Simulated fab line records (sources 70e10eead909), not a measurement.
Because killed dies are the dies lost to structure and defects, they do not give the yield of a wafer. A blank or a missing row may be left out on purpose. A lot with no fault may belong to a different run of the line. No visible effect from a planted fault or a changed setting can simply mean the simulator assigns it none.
Which of the tools did it? ; flow nand_harc ; 12 lots, 35 wafers sampled, at 5 steps of a route of 1302

WHAT EACH GAUGE READ, for each wafer
NHARC_END_SORT_01.
lot;measured;on;killed_at_array;killed_at_other;killed_at_periphery;killed_dies;killed_open;killed_short
L403;day 27 17:48;prober-01;423 29 38;0 0 0;5 2 1;428 31 39;8 2 6;6 2 3
L405;day 28 02:46;prober-02;400 361;5 2;4 6;409 369;0 4;3 2
L404;day 28 08:52;prober-01;399 69 75;0 0 1;2 1 2;401 70 78;3 4 4;4 3 2

TOOL THAT RAN EACH LOT (tool first, then ch and the chambers of the sampled wafers, then the start)
lot;NHARC_A_STAIRCASE_TRIM_222;NHARC_A_STAIRCASE_TRIM_224;NHARC_A_STAIRCASE_ETCH_225;NHARC_A_STAIRCASE_TRIM_226
L403;rie_diel-07 ch 2,3, day 18 23:24 or earlier;rie_diel-07 ch 0,1,2, day 18 23:24;rie_diel-07 ch 1,2,3, day 27 17:48 or earlier;rie_diel-07 ch 0,2,3, day 27 17:48 or earlier
L405;rie_diel-07 ch 0,2, day 19 13:57 or earlier;rie_diel-07 ch 1,3, day 19 13:57;rie_diel-07 ch 1,3, day 28 02:46 or earlier;rie_diel-07 ch 1,3, day 28 02:46 or earlier
L404;rie_diel-07 ch 0,1,3, day 19 14:33 or earlier;rie_diel-07 ch 0,2,3, day 19 14:33;rie_diel-07 ch 0,1,3, day 28 08:52 or earlier;rie_diel-07 ch 2,3, day 28 08:52 or earlier
L408;rie_diel-01 ch 1,2,3, day 20 20:17 or earlier;rie_diel-01 ch 0,2,3, day 20 20:17;rie_diel-01 ch 0,1,3, no start;rie_diel-01 ch 0,1,2, no start
L410;rie_diel-01 ch 0,1,3, day 21 15:30 or earlier;rie_diel-01 ch 1,3, day 21 15:30;rie_diel-01 ch 1,3, no start;rie_diel-01 ch 0,1,3, no start
L412;rie_diel-01 ch 0,1,2, day 22 21:26 or earlier;rie_diel-01 ch 1,2,3, day 22 21:26;rie_diel-01 ch 1,2,3, no start;rie_diel-01 ch 0,1,3, no start
L414;rie_diel-01 ch 0,1,3, day 23 04:21 or earlier;rie_diel-01 ch 1,2,3, day 23 04:21;rie_diel-01 ch 0,2, no start;rie_diel-01 ch 1,3, no start
L413;rie_diel-06 ch 0,1,2, day 23 04:44 or earlier;rie_diel-06 ch 0,2,3, day 23 04:44;rie_diel-06 ch 1,3, no start;rie_diel-06 ch 0,2, no start
L416;rie_diel-06 ch 0,1,2, day 23 19:41 or earlier;rie_diel-06 ch 1,2,3, day 23 19:41;rie_diel-06 ch 1,2,3, no start;rie_diel-06 ch 1,2,3, no start
L415;rie_diel-07 ch 1,3, day 23 19:59 or earlier;rie_diel-07 ch 2,3, day 23 19:59;rie_diel-07 ch 0,1, no start;rie_diel-07 ch 1,2,3, no start
L418;rie_diel-06 ch 0,1,2, day 24 20:23 or earlier;rie_diel-06 ch 0,3, day 24 20:23;rie_diel-06 ch 0,2, no start;rie_diel-06 ch 1,2,3, no start
L419;rie_diel-01 ch 1,3, day 25 19:31 or earlier;rie_diel-01 ch 1,2, day 25 19:31;rie_diel-01 ch 0,1,3, no start;rie_diel-01 ch 1,2,3, no start
- NHARC_A_STAIRCASE_TRIM_222: chemistry O2, time 211.2 s.
- NHARC_A_STAIRCASE_TRIM_224: chemistry O2, time 211.2 s.
- NHARC_A_STAIRCASE_ETCH_225: etches the open film in C4F8/O2, target depth 100 nm, time 40.5 s.
- NHARC_A_STAIRCASE_TRIM_226: chemistry O2, time 211.2 s.

WHAT THE TOOLS THEMSELVES READ (means of the sampled wafers that have a number; where no wafer has one, the mark that the record gives instead)
NHARC_A_STAIRCASE_TRIM_222.
lot;tool;drypump_motor_current_A (A);oes_product_au (a.u.);rf_vpp_V (V);showerhead_plenum_p_Torr (Torr);throttle_valve_pct (%)
L403;rie_diel-07;5.6;0.994;57.2;3.45;17.035
L405;rie_diel-07;5.2;1.002;57.7;3.41;17.040
L404;rie_diel-07;5.4;1.002;57.6;3.53;17.038
L408;rie_diel-01;6.0;0.994;57.4;3.47;17.036
L410;rie_diel-01;5.8;0.995;56.6;3.44;17.035
L412;rie_diel-01;5.6;1.004;58.1;3.48;17.029
L414;rie_diel-01;5.8;0.999;57.5;3.43;17.052
L413;rie_diel-06;5.8;1.000;58.3;3.71;17.033
L416;rie_diel-06;5.8;0.996;58.1;3.71;17.035
L415;rie_diel-07;5.5;1.001;57.5;3.63;17.040
L418;rie_diel-06;5.7;1.003;58.2;3.70;17.042
L419;rie_diel-01;6.1;0.990;57.9;3.40;17.045

NHARC_A_STAIRCASE_TRIM_224.
lot;tool;drypump_motor_current_A (A);oes_product_au (a.u.);rf_vpp_V (V);showerhead_plenum_p_Torr (Torr);throttle_valve_pct (%)
L403;rie_diel-07;5.3;1.059;58.3;3.53;17.044
L405;rie_diel-07;5.5;1.167;56.8;3.60;17.037
L404;rie_diel-07;5.5;1.064;57.2;3.43;17.035
L408;rie_diel-01;5.9;1.002;57.1;3.42;17.031
L410;rie_diel-01;6.1;0.998;58.6;3.42;17.032
L412;rie_diel-01;6.0;0.989;58.1;3.46;17.031
L414;rie_diel-01;5.9;0.988;57.8;3.46;17.039
L413;rie_diel-06;5.8;0.990;58.4;3.72;17.038
L416;rie_diel-06;5.7;0.987;59.6;3.74;17.048
L415;rie_diel-07;5.7;0.985;57.5;3.44;17.047
L418;rie_diel-06;6.0;0.998;58.5;3.70;17.035
L419;rie_diel-01;5.7;0.994;57.8;3.52;17.042

NHARC_A_STAIRCASE_ETCH_225.
lot;tool;oes_product_au (a.u.);rf_vpp_V (V)
L403;rie_diel-07;0.935;898
L405;rie_diel-07;0.945;898
L404;rie_diel-07;0.939;897
L408;rie_diel-01;0.948;893
L410;rie_diel-01;0.940;895
L412;rie_diel-01;0.935;893
L414;rie_diel-01;0.942;892
L413;rie_diel-06;0.941;903
L416;rie_diel-06;0.941;904
L415;rie_diel-07;0.943;895
L418;rie_diel-06;0.941;903
L419;rie_diel-01;0.935;892

NHARC_A_STAIRCASE_TRIM_226.
lot;tool;drypump_motor_current_A (A);oes_product_au (a.u.);rf_vpp_V (V);showerhead_plenum_p_Torr (Torr);throttle_valve_pct (%)
L403;rie_diel-07;5.4;0.997;57.9;3.43;17.037
L405;rie_diel-07;5.5;0.998;56.5;3.60;17.038
L404;rie_diel-07;5.7;0.998;57.0;3.46;17.044
L408;rie_diel-01;5.6;1.005;57.7;3.49;17.036
L410;rie_diel-01;5.7;1.005;58.2;3.44;17.044
L412;rie_diel-01;5.7;0.994;57.7;3.43;17.037
L414;rie_diel-01;5.9;0.994;57.6;3.48;17.048
L413;rie_diel-06;5.9;1.000;58.2;3.69;17.040
L416;rie_diel-06;5.6;1.000;58.9;3.74;17.037
L415;rie_diel-07;5.6;0.997;57.4;3.53;17.034
L418;rie_diel-06;5.6;1.002;58.9;3.73;17.032
L419;rie_diel-01;5.9;0.985;56.8;3.45;17.028

THE ANSWER, worked out from the rows above alone
Rule: the lots themselves supply what counts as usual. Put in order of their means at a reading, lots are off if they are a third of the lots or fewer, leave a main group of 4 or more, and stand apart from it by a gap of 3 or more times the standard deviation of the main group's means; of several such gaps the widest counts. A main group whose means are all the same, to the digits that the tables above print for the reading, isn't used. A lot without any number at a reading at which 4 lots or more have one is off too. Where the step has rows for the other lots, those lots are counted as sound. The gauges are gone through in route order, then the tools' own readings, and for those a lot's mean is taken as printed above. At the first step where some lot is off, the reading lying furthest off is the one used; lots without a number count as furthest.
Off: L403, L405, L404, at NHARC_A_STAIRCASE_TRIM_224 (oes_product_au). For the main group the mean is 0.992 a.u. and the standard deviation 0.0056.
A tool fits if, at that step or a process step before it, it ran every lot that is off, and no sound lot after the first of them. NHARC_A_STAIRCASE_TRIM_222 gives no start for some lots, so the hours and the order of its lots are those of NHARC_A_STAIRCASE_TRIM_224. None of those tried fits.

WHAT THE SIMULATOR HAD INSERTED
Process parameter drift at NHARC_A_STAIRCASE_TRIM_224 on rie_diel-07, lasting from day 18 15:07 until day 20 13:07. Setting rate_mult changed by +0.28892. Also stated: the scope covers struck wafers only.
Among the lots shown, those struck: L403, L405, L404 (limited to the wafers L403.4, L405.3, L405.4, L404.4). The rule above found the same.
